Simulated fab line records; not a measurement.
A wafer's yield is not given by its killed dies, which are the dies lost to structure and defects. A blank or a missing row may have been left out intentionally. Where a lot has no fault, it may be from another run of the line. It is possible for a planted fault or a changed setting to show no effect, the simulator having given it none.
What tool caused it?	flow nand-harc	21 lots, 63 wafers sampled, at 6 steps of a route of 1159

== WHAT THE GAUGES SHOWED, per wafer ==
No reading from a measuring or inspecting step in the record can be judged against a usual standard deviation.

== EACH LOT AND THE TOOL THAT RAN IT (in order: tool; ch and the chambers of the sampled wafers; start) ==
lot	NHARC_A_STAIRCASE_ETCH_227	NHARC_A_STAIRCASE_TRIM_229	NHARC_A_STAIRCASE_DEP_301	NHARC_A_STAIRCASE_STRIP_316	NHARC_A_STAIRCASE_STRIP_446	NHARC_A_STAIRCASE_STRIP_475
L074	rie-diel-04 ch 0,2, day 11 08:10 or earlier	rie-diel-04 ch 1,2,3, day 11 08:10	pecvd-04 ch 0,1,2, day 11 21:04	rie-diel-06 ch 0,1,2, day 13 19:08 or earlier	plasma-asher-02 ch 0,1, day 13 19:08	rie-diel-05 ch 0,1,3, no start
L076	rie-diel-06 ch 2,3, day 11 14:14 or earlier	rie-diel-05 ch 1,2, day 11 14:14	pecvd-02 ch 0,1,2, day 12 01:18	rie-diel-06 ch 0,1,2, day 13 19:19 or earlier	plasma-asher-02 ch 0,1, day 13 19:19	rie-diel-04 ch 0,1, day 13 21:20
L075	rie-diel-06 ch 0,2,3, day 11 15:30 or earlier	rie-diel-05 ch 0,2,3, day 11 15:30	pecvd-03 ch 1,2, day 12 02:53	rie-diel-06 ch 1,3, day 13 19:22 or earlier	plasma-asher-01 ch 0,1, day 13 19:22	rie-diel-05 ch 0,1,3, no start
L077	rie-diel-04 ch 0,2, day 11 21:39 or earlier	rie-diel-04 ch 1,2,3, day 11 21:39	pecvd-02 ch 1,2, day 12 10:13	rie-diel-06 ch 0,1, day 14 10:09 or earlier	plasma-asher-02 ch 0,1, day 14 10:09	rie-diel-05 ch 0,1,3, no start
L079	rie-diel-05 ch 0,2,3, day 11 21:47 or earlier	rie-diel-06 ch 2,3, day 11 21:47	pecvd-04 ch 0,1, day 12 12:41	rie-diel-05 ch 0,3, day 14 09:28 or earlier	plasma-asher-02 ch 0, day 14 09:28	rie-diel-04 ch 1,3, day 14 11:25
L078	rie-diel-06 ch 1,2,3, day 12 05:11 or earlier	rie-diel-05 ch 0,1,2, day 12 05:11	pecvd-03 ch 0,1, day 12 19:10	rie-diel-06 ch 0,1,3, day 14 16:56 or earlier	plasma-asher-02 ch 0,1, day 14 16:56	rie-diel-06 ch 0,1,2, no start
L080	rie-diel-05 ch 0,1,2, day 12 11:30 or earlier	rie-diel-05 ch 0,3, day 12 11:30	pecvd-04 ch 1,2, day 12 22:37	rie-diel-05 ch 0,1,2, day 15 01:31 or earlier	plasma-asher-02 ch 0,1, day 15 01:31	rie-diel-04 ch 1,2, no start
L081	rie-diel-05 ch 2,3, day 13 00:29 or earlier	rie-diel-04 ch 1,3, day 13 00:29	pecvd-04 ch 0,1, day 13 12:31	rie-diel-05 ch 0,1, day 15 10:47 or earlier	plasma-asher-01 ch 1, day 15 10:47	rie-diel-06 ch 0,1,3, no start
L084	rie-diel-06 ch 0,2,3, day 13 08:50 or earlier	rie-diel-05 ch 1,2,3, day 13 08:50	pecvd-03 ch 0,1,2, day 13 22:49	rie-diel-05 ch 0,2,3, day 15 20:43 or earlier	plasma-asher-01 ch 0,1, day 15 20:43	rie-diel-06 ch 0,2,3, no start
L082	rie-diel-05 ch 0,2,3, day 13 10:23 or earlier	rie-diel-05 ch 0,1, day 13 10:23	pecvd-04 ch 0,2, day 14 00:28	rie-diel-06 ch 0,1,3, day 15 20:44 or earlier	plasma-asher-02 ch 0,1, day 15 20:44	rie-diel-04 ch 0,1, no start
L083	rie-diel-06 ch 1,2,3, day 13 15:13 or earlier	rie-diel-05 ch 0,1,2, day 13 15:13	pecvd-04 ch 1,2, day 14 04:25	rie-diel-05 ch 0,2, day 15 21:07 or earlier	plasma-asher-02 ch 0,1, day 15 21:07	rie-diel-05 ch 0,2,3, no start
L088	rie-diel-06 ch 0,2,3, day 14 05:29 or earlier	rie-diel-04 ch 1,3, day 14 05:29	pecvd-03 ch 1,2, day 14 17:44	rie-diel-05 ch 0,1,2, day 16 19:08 or earlier	plasma-asher-02 ch 0,1, day 16 19:08	rie-diel-05 ch 0,1, no start
L087	rie-diel-06 ch 0,2,3, day 14 10:08 or earlier	rie-diel-05 ch 0,3, day 14 10:08	pecvd-02 ch 0,2, day 14 21:39	rie-diel-05 ch 0,1,3, day 16 18:32 or earlier	plasma-asher-02 ch 0,1, day 16 18:32	rie-diel-05 ch 0,2,3, no start
L085	rie-diel-04 ch 0,1,3, day 14 18:09 or earlier	rie-diel-04 ch 0,2,3, day 14 18:09	pecvd-04 ch 0,1,2, day 15 06:08	rie-diel-06 ch 0,2,3, day 17 04:47 or earlier	plasma-asher-01 ch 0,1, day 17 04:47	rie-diel-06 ch 1,2,3, no start
L091	rie-diel-05 ch 0,1,2, day 15 04:47 or earlier	rie-diel-04 ch 0,1,2, day 15 04:47	pecvd-02 ch 1,2, day 15 15:44	rie-diel-05 ch 0,2,3, day 17 17:22 or earlier	plasma-asher-02 ch 0,1, day 17 17:22	rie-diel-06 ch 1,3, no start
L090	rie-diel-04 ch 0,2,3, day 15 05:22 or earlier	rie-diel-04 ch 2,3, day 15 05:22	pecvd-04 ch 0,1, day 15 18:01	rie-diel-05 ch 0,1,3, day 17 17:12 or earlier	plasma-asher-01 ch 0,1, day 17 17:12	rie-diel-06 ch 0,2,3, no start
L092	rie-diel-06 ch 1,2,3, day 15 21:02 or earlier	rie-diel-06 ch 0,3, day 15 21:02	pecvd-02 ch 0,2, day 16 10:41	rie-diel-05 ch 0,1,2, day 18 09:20 or earlier	plasma-asher-02 ch 0,1, day 18 09:20	rie-diel-06 ch 1,2,3, no start
L093	rie-diel-04 ch 0,2, day 15 21:10 or earlier	rie-diel-04 ch 0,1,3, day 15 21:10	pecvd-03 ch 0,1, day 16 08:35	rie-diel-04 ch 0,2, day 18 08:58 or earlier	plasma-asher-02 ch 0,1, day 18 08:58	rie-diel-06 ch 0,1,3, no start
L094	rie-diel-05 ch 1,2, day 16 01:22 or earlier	rie-diel-05 ch 0,1,2, day 16 01:22	pecvd-03 ch 0,1,2, day 16 14:28	rie-diel-04 ch 0,1,2, day 18 16:28 or earlier	plasma-asher-01 ch 0,1, day 18 16:28	rie-diel-05 ch 1,2,3, no start
L097	rie-diel-05 ch 0,2, day 16 16:29 or earlier	rie-diel-04 ch 0,1,3, day 16 16:29	pecvd-02 ch 1,2, day 17 04:58	rie-diel-05 ch 1,2, day 19 11:11 or earlier	plasma-asher-02 ch 0,1, day 19 11:11	rie-diel-06 ch 0,2,3, no start
L096	rie-diel-04 ch 0,3, day 17 05:38 or earlier	rie-diel-04 ch 1,2, day 17 05:38	pecvd-03 ch 0,1,2, day 17 19:16	rie-diel-04 ch 1,2,3, day 19 21:49 or earlier	plasma-asher-02 ch 0, day 19 21:49	rie-diel-05 ch 1,3, no start
- NHARC_A_STAIRCASE_ETCH_227: etches the open film in C4F8/O2, target depth 100 nm, time 40.5 s.
- NHARC_A_STAIRCASE_TRIM_229: chemistry O2, time 211.2 s.
- NHARC_A_STAIRCASE_DEP_301: deposits SiON, target thk 30 nm.
- NHARC_A_STAIRCASE_STRIP_316: strips in O2.
- NHARC_A_STAIRCASE_STRIP_446: strips in O2.
- NHARC_A_STAIRCASE_STRIP_475: strips in O2, time 20 s.

== AS READ BY THE TOOLS THEMSELVES (means over the sampled wafers that have a number; for cases with no such wafer, the mark the record gives instead) ==
NHARC_A_STAIRCASE_ETCH_227.
lot	tool	chamber-pressure-mTorr (mTorr)	oes-product-au (a.u.)	rf-fwd-power-W (W)	rf-vpp-V (V)
L074	rie-diel-04	24.994	0.951	592.3	903
L076	rie-diel-06	24.997	0.952	593.0	896
L075	rie-diel-06	25.009	0.940	590.0	893
L077	rie-diel-04	24.998	0.944	593.4	903
L079	rie-diel-05	24.993	0.933	595.1	896
L078	rie-diel-06	24.993	0.931	591.5	894
L080	rie-diel-05	24.978	0.944	593.7	890
L081	rie-diel-05	24.990	0.936	592.4	901
L084	rie-diel-06	24.978	0.934	589.0	892
L082	rie-diel-05	24.996	0.948	592.0	896
L083	rie-diel-06	25.022	0.947	590.8	892
L088	rie-diel-06	24.998	0.938	589.7	892
L087	rie-diel-06	25.025	0.936	591.2	891
L085	rie-diel-04	25.004	0.925	590.3	898
L091	rie-diel-05	24.986	0.935	593.9	891
L090	rie-diel-04	24.990	0.935	593.6	901
L092	rie-diel-06	24.981	0.944	593.1	892
L093	rie-diel-04	25.000	0.942	591.0	903
L094	rie-diel-05	25.005	0.935	594.8	893
L097	rie-diel-05	24.989	0.929	594.2	892
L096	rie-diel-04	24.985	0.940	594.9	899

NHARC_A_STAIRCASE_TRIM_229.
lot	tool	chamber-pressure-mTorr (mTorr)	drypump-motor-current-A (A)	oes-product-au (a.u.)	rf-vpp-V (V)	showerhead-plenum-p-Torr (Torr)	throttle-valve-pct (%)
L074	rie-diel-04	59.97	5.69	0.994	57.6	3.64	17.043
L076	rie-diel-05	60.01	5.49	0.999	57.4	3.46	17.038
L075	rie-diel-05	60.02	5.62	1.006	57.4	3.54	17.038
L077	rie-diel-04	60.03	5.69	0.998	57.6	3.64	17.039
L079	rie-diel-06	59.98	5.74	1.002	57.7	3.55	17.038
L078	rie-diel-05	60.01	5.59	0.982	57.3	3.40	17.039
L080	rie-diel-05	60.08	5.78	0.991	58.7	3.63	17.032
L081	rie-diel-04	60.01	5.83	0.989	57.7	3.59	17.047
L084	rie-diel-05	60.03	5.63	1.002	58.5	3.55	17.034
L082	rie-diel-05	59.98	5.73	0.990	57.7	3.35	17.043
L083	rie-diel-05	59.99	5.60	0.996	58.1	3.39	17.039
L088	rie-diel-04	59.97	5.67	0.994	57.4	3.53	17.038
L087	rie-diel-05	60.05	5.77	0.997	58.6	3.62	17.039
L085	rie-diel-04	60.03	5.78	0.997	58.6	3.67	17.039
L091	rie-diel-04	60.06	5.60	1.000	58.2	3.62	17.033
L090	rie-diel-04	60.01	5.72	0.999	58.1	3.72	17.038
L092	rie-diel-06	59.97	5.69	1.007	57.5	3.52	17.037
L093	rie-diel-04	59.98	5.74	0.998	58.1	3.57	17.036
L094	rie-diel-05	60.01	5.60	0.998	58.7	3.38	17.039
L097	rie-diel-04	60.02	5.74	0.991	57.8	3.57	17.028
L096	rie-diel-04	59.98	5.58	0.994	59.3	3.66	17.034

NHARC_A_STAIRCASE_DEP_301.
lot	tool	heater-power-w (W)	rf-fwd-power-W (W)
L074	pecvd-04	753	348.2
L076	pecvd-02	826	348.4
L075	pecvd-03	786	347.7
L077	pecvd-02	768	348.4
L079	pecvd-04	757	346.7
L078	pecvd-03	802	347.9
L080	pecvd-04	671	348.2
L081	pecvd-04	706	347.8
L084	pecvd-03	775	347.4
L082	pecvd-04	767	347.8
L083	pecvd-04	682	347.9
L088	pecvd-03	708	347.0
L087	pecvd-02	894	348.3
L085	pecvd-04	732	347.8
L091	pecvd-02	751	347.8
L090	pecvd-04	752	348.2
L092	pecvd-02	950	350.0
L093	pecvd-03	746	349.3
L094	pecvd-03	781	347.6
L097	pecvd-02	677	349.0
L096	pecvd-03	721	348.6

NHARC_A_STAIRCASE_STRIP_316.
lot	tool	chamber-pressure-mTorr (mTorr)	drypump-motor-current-A (A)	oes-product-au (a.u.)	rf-vpp-V (V)	showerhead-plenum-p-Torr (Torr)	throttle-valve-pct (%)
L074	rie-diel-06	59.98	5.83	1.000	58.3	3.33	17.043
L076	rie-diel-06	59.97	5.85	1.001	57.0	3.33	17.030
L075	rie-diel-06	60.04	6.07	1.006	57.3	3.44	17.038
L077	rie-diel-06	60.02	6.03	1.003	57.0	3.33	17.019
L079	rie-diel-05	60.00	5.77	1.005	57.5	3.63	17.042
L078	rie-diel-06	60.02	5.85	0.999	56.6	3.43	17.042
L080	rie-diel-05	59.98	5.60	0.993	57.8	3.40	17.035
L081	rie-diel-05	60.09	5.74	0.993	57.1	3.35	17.035
L084	rie-diel-05	60.04	5.62	1.004	58.1	3.53	17.034
L082	rie-diel-06	59.95	5.88	0.992	58.3	3.42	17.034
L083	rie-diel-05	60.01	5.59	1.001	57.8	3.38	17.042
L088	rie-diel-05	59.95	5.60	0.994	58.0	3.39	17.043
L087	rie-diel-05	60.04	5.75	1.001	58.0	3.48	17.049
L085	rie-diel-06	59.99	5.68	0.997	58.4	3.42	17.042
L091	rie-diel-05	59.95	5.64	0.993	57.9	3.52	17.036
L090	rie-diel-05	59.97	5.75	1.007	57.1	3.48	17.036
L092	rie-diel-05	60.03	5.60	0.996	57.9	3.38	17.024
L093	rie-diel-04	60.06	5.66	0.998	58.1	3.71	17.036
L094	rie-diel-04	60.02	5.62	0.999	57.6	3.61	17.035
L097	rie-diel-05	60.02	5.61	0.994	57.5	3.39	17.035
L096	rie-diel-04	60.02	5.71	0.993	57.6	3.61	17.039

NHARC_A_STAIRCASE_STRIP_446.
lot	tool	drypump-motor-current-A (A)	heater-power-w (W)	temp-c (C)
L074	plasma-asher-02	5.77	341	250.20
L076	plasma-asher-02	5.80	313	249.99
L075	plasma-asher-01	5.75	335	249.92
L077	plasma-asher-02	5.78	334	249.93
L079	plasma-asher-02	5.84	297	249.83
L078	plasma-asher-02	5.81	314	249.97
L080	plasma-asher-02	5.79	321	250.12
L081	plasma-asher-01	5.77	310	249.93
L084	plasma-asher-01	5.71	348	250.10
L082	plasma-asher-02	5.75	341	250.11
L083	plasma-asher-02	5.77	337	250.03
L088	plasma-asher-02	5.77	344	249.92
L087	plasma-asher-02	5.77	341	250.01
L085	plasma-asher-01	5.75	333	250.20
L091	plasma-asher-02	5.79	320	250.16
L090	plasma-asher-01	5.74	329	250.12
L092	plasma-asher-02	5.80	322	250.03
L093	plasma-asher-02	5.76	341	249.85
L094	plasma-asher-01	5.75	328	250.00
L097	plasma-asher-02	5.79	339	249.89
L096	plasma-asher-02	5.85	306	250.12

NHARC_A_STAIRCASE_STRIP_475.
lot	tool	chamber-pressure-mTorr (mTorr)	drypump-motor-current-A (A)	oes-product-au (a.u.)	rf-vpp-V (V)	showerhead-plenum-p-Torr (Torr)	throttle-valve-pct (%)
L074	rie-diel-05	59.99	5.75	1.000	57.7	3.48	17.036
L076	rie-diel-04	60.00	5.67	0.995	57.8	3.57	17.043
L075	rie-diel-05	60.04	5.76	1.001	58.0	3.48	17.034
L077	rie-diel-05	59.99	5.75	0.999	57.0	3.48	17.037
L079	rie-diel-04	60.02	5.82	0.988	57.6	3.58	17.034
L078	rie-diel-06	60.01	5.85	1.003	58.0	3.32	17.033
L080	rie-diel-04	59.99	5.55	1.000	57.7	3.57	17.048
L081	rie-diel-06	59.99	5.86	1.009	57.9	3.42	17.034
L084	rie-diel-06	60.05	5.69	0.995	57.3	3.41	17.036
L082	rie-diel-04	60.02	5.58	0.995	57.9	3.52	17.028
L083	rie-diel-05	60.01	5.61	0.995	57.8	3.52	17.031
L088	rie-diel-05	60.02	5.73	0.999	57.2	3.32	17.028
L087	rie-diel-05	59.98	5.62	1.001	58.1	3.52	17.028
L085	rie-diel-06	60.03	5.89	0.997	57.5	3.42	17.045
L091	rie-diel-06	59.99	5.91	1.002	57.3	3.52	17.037
L090	rie-diel-06	60.02	5.68	1.000	57.2	3.40	17.032
L092	rie-diel-06	60.01	5.89	0.997	57.2	3.41	17.040
L093	rie-diel-06	60.03	5.86	1.014	57.2	3.40	17.034
L094	rie-diel-05	60.01	5.63	0.999	58.2	3.52	17.042
L097	rie-diel-06	59.98	5.68	0.999	58.1	3.57	17.038
L096	rie-diel-05	60.05	5.79	1.020	57.7	3.61	17.034

== THE ANSWER, worked out from the rows above alone ==
Rule: the lots themselves supply what counts as usual. The widest of any qualifying gaps counts: lots, ordered by their means at a reading, are off when they make up no more than a third of the lots, leave a main group of 4 or more, and stand apart from it by 3 or more times the standard deviation of that group's means. The tables above print the reading to a certain number of digits; a main group whose means all agree to those digits is not used. Also off: a lot with no number at a reading for which 4 or more lots have one. Any other lot the step has rows for is counted as sound. The gauges are gone through in route order, then the tools' own readings, and for those a lot's mean is taken as printed above. At the first step where some lot is off, the reading lying furthest off is the one used; lots without a number count as furthest.
None of the lots is off at any reading shown; this tells nothing.

== WHAT THE SIMULATOR HAD PUT IN ==
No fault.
